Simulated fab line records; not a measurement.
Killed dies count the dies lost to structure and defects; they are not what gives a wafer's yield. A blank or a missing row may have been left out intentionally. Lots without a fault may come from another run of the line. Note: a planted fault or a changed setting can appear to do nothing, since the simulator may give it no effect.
Chamber matching || flow nandHarc || 4 sister chambers for NHARC_A_CHANNEL_FILL_D1_ALD_16 on aldHk-04
The step deposits SiO2, target thk 1.5 nm, pulse time 10 s, ald cycles 15. 8 wafers are shown with their chamber, then 10 later ones without.

== WAFERS WITH THEIR CHAMBER ==
{"wafer": "L079.6", "chamber": 0, "heaterPowerW (W)": 444, "precursorPulseHeightRel": 0.983}
{"wafer": "L078.5", "chamber": 0, "heaterPowerW (W)": 443, "precursorPulseHeightRel": 0.972}
{"wafer": "L083.2", "chamber": 3, "heaterPowerW (W)": 504, "precursorPulseHeightRel": 1.019}
{"wafer": "L086.2", "chamber": 3, "heaterPowerW (W)": 497, "precursorPulseHeightRel": 0.997}
{"wafer": "L086.5", "chamber": 1, "heaterPowerW (W)": 421, "precursorPulseHeightRel": 0.982}
{"wafer": "L086.6", "chamber": 2, "heaterPowerW (W)": 402, "precursorPulseHeightRel": 1.027}
{"wafer": "L089.1", "chamber": 1, "heaterPowerW (W)": 408, "precursorPulseHeightRel": 0.979}
{"wafer": "L089.2", "chamber": 2, "heaterPowerW (W)": 407, "precursorPulseHeightRel": 1.022}

== WAFERS WHOSE CHAMBER IS MISSING ==
{"wafer": "L089.5", "heaterPowerW (W)": 409, "precursorPulseHeightRel": 0.988}
{"wafer": "L093.1", "heaterPowerW (W)": 504, "precursorPulseHeightRel": 0.994}
{"wafer": "L093.2", "heaterPowerW (W)": 414, "precursorPulseHeightRel": 1.043}
{"wafer": "L093.6", "heaterPowerW (W)": 428, "precursorPulseHeightRel": 1.019}
{"wafer": "L095.2", "heaterPowerW (W)": 416, "precursorPulseHeightRel": 1.008}
{"wafer": "L095.4", "heaterPowerW (W)": 418, "precursorPulseHeightRel": 1.004}
{"wafer": "L095.5", "heaterPowerW (W)": 502, "precursorPulseHeightRel": 1.010}
{"wafer": "L097.1", "heaterPowerW (W)": 491, "precursorPulseHeightRel": 0.953}
{"wafer": "L097.3", "heaterPowerW (W)": 426, "precursorPulseHeightRel": 1.049}
{"wafer": "L097.6", "heaterPowerW (W)": 402, "precursorPulseHeightRel": 1.057}

== THE CHAMBER EACH PASSED THROUGH ==
{"wafer": "L089.5", "from the rows above": 1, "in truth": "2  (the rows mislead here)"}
{"wafer": "L093.1", "from the rows above": 3, "in truth": 3}
{"wafer": "L093.2", "from the rows above": 2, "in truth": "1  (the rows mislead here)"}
{"wafer": "L093.6", "from the rows above": "can't be placed: 2 or 1 or 0", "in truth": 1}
{"wafer": "L095.2", "from the rows above": "can't be placed: 2 or 1", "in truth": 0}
{"wafer": "L095.4", "from the rows above": "can't be placed: 1 or 2", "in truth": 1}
{"wafer": "L095.5", "from the rows above": 3, "in truth": 3}
{"wafer": "L097.1", "from the rows above": 3, "in truth": 3}
{"wafer": "L097.3", "from the rows above": 2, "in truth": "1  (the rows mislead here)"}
{"wafer": "L097.6", "from the rows above": 2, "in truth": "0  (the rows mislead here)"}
3 of 10 placed correctly. Can't be placed from these rows: 3 (the true chamber is among the candidates in 2). Number placed wrongly: 4.
How it was worked out, from the rows above alone: a wafer's distance from a chamber is the root of the sum, over the readings, of the square of ((its reading less the chamber's mean) divided by the reading's scatter). The wafer belongs to the nearest chamber; if the next one is less than 2 further off, it can't be placed. Each chamber's mean is taken over the wafers shown for it. The scatter is the square root of a quotient: the sum, over the shown wafers, of each reading's squared deviation from its chamber's mean, divided by wafers minus chambers.
